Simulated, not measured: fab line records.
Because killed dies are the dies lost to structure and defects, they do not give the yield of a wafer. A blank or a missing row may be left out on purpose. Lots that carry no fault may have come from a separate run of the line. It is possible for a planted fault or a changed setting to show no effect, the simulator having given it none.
Split-lot experiment || flow n5Finfet || on a route of 1938 steps: 7 lots, 21 wafers read

THE SPLIT
At N5_BEOL_M3_EXPOSE_08 (exposes mask M3), the setting doseMj was moved away from the recipe's 33 on 9 of the 21 wafers read, by -6.7% to +4.7%. For the rest of the wafers, this setting stayed at what the recipe calls for.

FROM THE SPLIT TO THE READING: what the file shows between them, 2 steps
- N5_BEOL_M3_PEB_09: peb time 60 s
- N5_BEOL_M3_DEVELOP_10: develop time 30 s

THE READING
cdNm, in nm, at N5_BEOL_M3_CD_MEAS_11 (target cd 17.05 nm). Fault-free wafers of this fab line usually give 17.06 nm, standard deviation 0.24 nm.

{"wafer": "L074.2", "tool, chamber at the split": "euvScanner-02, 0", "doseMj as run": 33, "against the recipe": "recipe", "cdNm, nm": 17.24, "against lot-mates on the recipe": "-"}
{"wafer": "L074.3", "tool, chamber at the split": "euvScanner-02, 0", "doseMj as run": 33, "against the recipe": "recipe", "cdNm, nm": 16.85, "against lot-mates on the recipe": "-"}
{"wafer": "L074.4", "tool, chamber at the split": "euvScanner-02, 0", "doseMj as run": 32.15, "against the recipe": "-2.6%", "cdNm, nm": 16.75, "against lot-mates on the recipe": -0.30}
{"wafer": "L076.1", "tool, chamber at the split": "euvScanner-02, 0", "doseMj as run": 30.81, "against the recipe": "-6.6%", "cdNm, nm": 15.90, "against lot-mates on the recipe": -0.94}
{"wafer": "L076.2", "tool, chamber at the split": "euvScanner-02, 0", "doseMj as run": 33, "against the recipe": "recipe", "cdNm, nm": 16.84, "against lot-mates on the recipe": "-"}
{"wafer": "L076.4", "tool, chamber at the split": "euvScanner-02, 0", "doseMj as run": 30.81, "against the recipe": "-6.6%", "cdNm, nm": 15.65, "against lot-mates on the recipe": -1.19}
{"wafer": "L081.1", "tool, chamber at the split": "euvScanner-01, 0", "doseMj as run": 33, "against the recipe": "recipe", "cdNm, nm": 17.41, "against lot-mates on the recipe": "-"}
{"wafer": "L081.2", "tool, chamber at the split": "euvScanner-01, 0", "doseMj as run": 33, "against the recipe": "recipe", "cdNm, nm": 16.74, "against lot-mates on the recipe": "-"}
{"wafer": "L081.4", "tool, chamber at the split": "euvScanner-01, 0", "doseMj as run": 33, "against the recipe": "recipe", "cdNm, nm": 16.80, "against lot-mates on the recipe": "-"}
{"wafer": "L083.3", "tool, chamber at the split": "euvScanner-01, 0", "doseMj as run": 30.79, "against the recipe": "-6.7%", "cdNm, nm": 15.81, "against lot-mates on the recipe": -1.42}
{"wafer": "L083.4", "tool, chamber at the split": "euvScanner-01, 0", "doseMj as run": 33, "against the recipe": "recipe", "cdNm, nm": 17.23, "against lot-mates on the recipe": "-"}
{"wafer": "L083.6", "tool, chamber at the split": "euvScanner-01, 0", "doseMj as run": 30.79, "against the recipe": "-6.7%", "cdNm, nm": 15.43, "against lot-mates on the recipe": -1.80}
{"wafer": "L086.2", "tool, chamber at the split": "euvScanner-01, 0", "doseMj as run": 34.54, "against the recipe": "+4.7%", "cdNm, nm": 17.90, "against lot-mates on the recipe": "no lot-mate on the recipe"}
{"wafer": "L086.4", "tool, chamber at the split": "euvScanner-01, 0", "doseMj as run": 34.54, "against the recipe": "+4.7%", "cdNm, nm": 17.89, "against lot-mates on the recipe": "no lot-mate on the recipe"}
{"wafer": "L086.5", "tool, chamber at the split": "euvScanner-01, 0", "doseMj as run": 34.54, "against the recipe": "+4.7%", "cdNm, nm": 18.18, "against lot-mates on the recipe": "no lot-mate on the recipe"}
{"wafer": "L088.1", "tool, chamber at the split": "euvScanner-01, 0", "doseMj as run": 33, "against the recipe": "recipe", "cdNm, nm": 17.14, "against lot-mates on the recipe": "-"}
{"wafer": "L088.3", "tool, chamber at the split": "euvScanner-01, 0", "doseMj as run": 33, "against the recipe": "recipe", "cdNm, nm": 17.40, "against lot-mates on the recipe": "-"}
{"wafer": "L088.4", "tool, chamber at the split": "euvScanner-01, 0", "doseMj as run": 33, "against the recipe": "recipe", "cdNm, nm": 17.29, "against lot-mates on the recipe": "-"}
{"wafer": "L090.2", "tool, chamber at the split": "euvScanner-02, 0", "doseMj as run": 33, "against the recipe": "recipe", "cdNm, nm": 17.18, "against lot-mates on the recipe": "-"}
{"wafer": "L090.3", "tool, chamber at the split": "euvScanner-02, 0", "doseMj as run": 31.84, "against the recipe": "-3.5%", "cdNm, nm": 16.15, "against lot-mates on the recipe": -0.94}
{"wafer": "L090.5", "tool, chamber at the split": "euvScanner-02, 0", "doseMj as run": 33, "against the recipe": "recipe", "cdNm, nm": 17.00, "against lot-mates on the recipe": "-"}

THE FIT
A straight line over all 21 wafers: cdNm changes by +0.205 nm for each +1% of doseMj; r = +0.96; the points scatter about the line by 0.22 nm.
The same after taking each lot's own level away (the mean of its wafers on the recipe; 18 wafers): +0.203 nm for each +1%; r = +0.93; scatter 0.24 nm.
Per that fit: largest doseMj move, reading shift of 1.4 nm.
From 16.840 to 17.277 nm: that is the span of the lots' own levels, equal to 1.8 times the standard deviation above.
The two slopes are in agreement: the lot-to-lot level therefore moves the slope only a little.
Check: with one of the wafers moved furthest among these (-6.7%) left out of the fit, the line predicts -1.33 nm for it against its lot-mates. Against them it came out at -1.42 nm.

THESE WAFERS: OTHER SPLITS
These wafers also went through other splits before the reading. Each is held against what the fit with the lots' levels taken away leaves over:
{"other split on the same wafers": "N5_MOL_CONTACT_COAG_ALD_133 aldCycles", "wafers away from the commonest value": 6, "r with cdNm (lot level and that fit taken away)": -0.11}
{"other split on the same wafers": "N5_MOL_CONTACT_COAG_VIA_ETCH_117 biasW", "wafers away from the commonest value": 6, "r with cdNm (lot level and that fit taken away)": "+0.18"}
{"other split on the same wafers": "N5_BEOL_M0_SAQP_PECVD_96 timeS", "wafers away from the commonest value": 4, "r with cdNm (lot level and that fit taken away)": "+0.02"}
{"other split on the same wafers": "N5_BEOL_M0_SAQP_COAT_08 spinRpm", "wafers away from the commonest value": 9, "r with cdNm (lot level and that fit taken away)": -0.11}
{"other split on the same wafers": "N5_BEOL_M1_ETCH_74 biasW", "wafers away from the commonest value": 9, "r with cdNm (lot level and that fit taken away)": "+0.18"}
{"other split on the same wafers": "N5_BEOL_M1_ETCH_64 sourceW", "wafers away from the commonest value": 8, "r with cdNm (lot level and that fit taken away)": -0.01}
{"other split on the same wafers": "N5_BEOL_M2_ETCH_69 biasW", "wafers away from the commonest value": 8, "r with cdNm (lot level and that fit taken away)": "+0.04"}

THE WHOLE CHAIN: every reading that the file lists as answering this split, in the file's order
{"step": "N5_BEOL_M3_CD_MEAS_11", "what it does": "target cd 17.05 nm", "reading": "cdNm", "change (the file's fit)": "+0.203 nm for each +1% of the setting", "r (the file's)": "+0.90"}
{"step": "N5_BEOL_M3_ETCH_74", "what it does": "etches underlayer in N2/H2, target depth 6.5 nm, time 5.2 s", "reading": "BEOL_M3.cdOffsetNm (the simulator's own value, which no gauge read)", "change (the file's fit)": "+0.202 nm for each +1% of the setting", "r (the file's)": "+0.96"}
{"step": "N5_BEOL_M3_ETCH_63", "what it does": "etches SiARC in CF4, target depth 15.6 nm, time 26 s", "reading": "BEOL_M3.cdOffsetNm (the simulator's own value, which no gauge read)", "change (the file's fit)": "+0.227 nm for each +1% of the setting", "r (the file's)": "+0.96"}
{"step": "N5_PASSIVATION_PROBE_49", "what it does": "", "reading": "defectLimitedYield", "change (the file's fit)": "+8.88 for each +1% of the setting, in a fit together with none", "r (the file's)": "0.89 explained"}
{"step": "N5_PASSIVATION_PROBE_49", "what it does": "", "reading": "killedDies", "change (the file's fit)": "-105 for each +1% of the setting, in a fit together with none", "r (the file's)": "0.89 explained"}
{"step": "N5_PASSIVATION_PROBE_49", "what it does": "", "reading": "sortYieldPct", "change (the file's fit)": "+8.88 % for each +1% of the setting, in a fit together with none", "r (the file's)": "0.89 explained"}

THE FILE'S OWN FIT
cdNm changes by +0.203 nm for each +1% of doseMj, r = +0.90.
